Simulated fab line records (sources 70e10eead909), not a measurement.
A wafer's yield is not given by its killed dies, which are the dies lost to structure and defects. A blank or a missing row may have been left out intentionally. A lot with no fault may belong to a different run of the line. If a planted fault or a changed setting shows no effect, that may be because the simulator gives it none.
Which of the tools did it? || flow nandHarc || 18 wafers from 6 lots sampled at 4 of the route's 1159 steps

WHAT THE GAUGES SHOWED, per wafer
NHARC_END_SORT_01.
{"lot": "L983", "measured": "day 20 00:25", "on": "prober-01", "killedAtPeriphery": "1 2 4"}
{"lot": "L985", "measured": "day 20 09:53", "on": "prober-02", "killedAtPeriphery": "2 0 2"}
{"lot": "L990", "measured": "day 21 04:43", "on": "prober-02", "killedAtPeriphery": "5 6 7"}
{"lot": "L995", "measured": "day 22 10:23", "on": "prober-01", "killedAtPeriphery": "2 3 7"}
{"lot": "L999", "measured": "day 23 07:53", "on": "prober-01", "killedAtPeriphery": "2 5 2"}
{"lot": "L104", "measured": "day 24 11:55", "on": "prober-01", "killedAtPeriphery": "3 3 5"}

TOOL THAT RAN EACH LOT (tool first, then ch and the chambers of the sampled wafers, then the start)
{"lot": "L983", "NHARC_A_WL_FILL_ALD_00": "aldHk-04 ch 0,1,2, day 15 08:38", "NHARC_A_WL_FILL_RTA_01": "rtpAnneal-02 ch 0, day 15 08:55", "NHARC_A_WL_FILL_CVD_03": "cvdW-01 ch 0,1, day 15 10:08"}
{"lot": "L985", "NHARC_A_WL_FILL_ALD_00": "aldHk-04 ch 0,2,3, day 15 16:13", "NHARC_A_WL_FILL_RTA_01": "rtpAnneal-02 ch 0, day 15 16:29", "NHARC_A_WL_FILL_CVD_03": "cvdW-02 ch 0,1, day 15 21:54"}
{"lot": "L990", "NHARC_A_WL_FILL_ALD_00": "aldHk-02 ch 0,3, day 16 14:02", "NHARC_A_WL_FILL_RTA_01": "rtpAnneal-01 ch 0, day 16 14:20", "NHARC_A_WL_FILL_CVD_03": "cvdW-02 ch 0,1, day 16 15:26"}
{"lot": "L995", "NHARC_A_WL_FILL_ALD_00": "aldHk-04 ch 0,3, day 18 02:23", "NHARC_A_WL_FILL_RTA_01": "rtpAnneal-02 ch 0, day 18 02:40", "NHARC_A_WL_FILL_CVD_03": "cvdW-02 ch 0,1, day 18 03:26"}
{"lot": "L999", "NHARC_A_WL_FILL_ALD_00": "aldHk-02 ch 0,1, day 18 17:25", "NHARC_A_WL_FILL_RTA_01": "rtpAnneal-01 ch 0, day 18 17:47", "NHARC_A_WL_FILL_CVD_03": "cvdW-01 ch 0,1, day 18 18:53"}
{"lot": "L104", "NHARC_A_WL_FILL_ALD_00": "aldHk-02 ch 0,1, day 19 21:14", "NHARC_A_WL_FILL_RTA_01": "rtpAnneal-01 ch 0, day 19 21:45", "NHARC_A_WL_FILL_CVD_03": "cvdW-02 ch 0,1, day 20 03:31"}
- NHARC_A_WL_FILL_ALD_00: deposits Al2O3, target thk 3 nm, pulse time 3 s, ald cycles 30.
- NHARC_A_WL_FILL_RTA_01: time 5 s.
- NHARC_A_WL_FILL_CVD_03: deposits W, target thk 40 nm, time 3302 s.

THE ANSWER, worked out from the rows above alone
Rule: the lots themselves supply what counts as usual. The widest of any qualifying gaps counts: lots, ordered by their means at a reading, are off when they make up no more than a third of the lots, leave a main group of 4 or more, and stand apart from it by 3 or more times the standard deviation of that group's means. The tables above print the reading to a certain number of digits; a main group whose means all agree to those digits is not used. Also off: a lot with no number at a reading for which 4 or more lots have one. Any other lot the step has rows for is counted as sound.
No lot is off on any of the readings shown, so nothing can be concluded from this.

WHAT HAD BEEN PUT IN BY THE SIMULATOR
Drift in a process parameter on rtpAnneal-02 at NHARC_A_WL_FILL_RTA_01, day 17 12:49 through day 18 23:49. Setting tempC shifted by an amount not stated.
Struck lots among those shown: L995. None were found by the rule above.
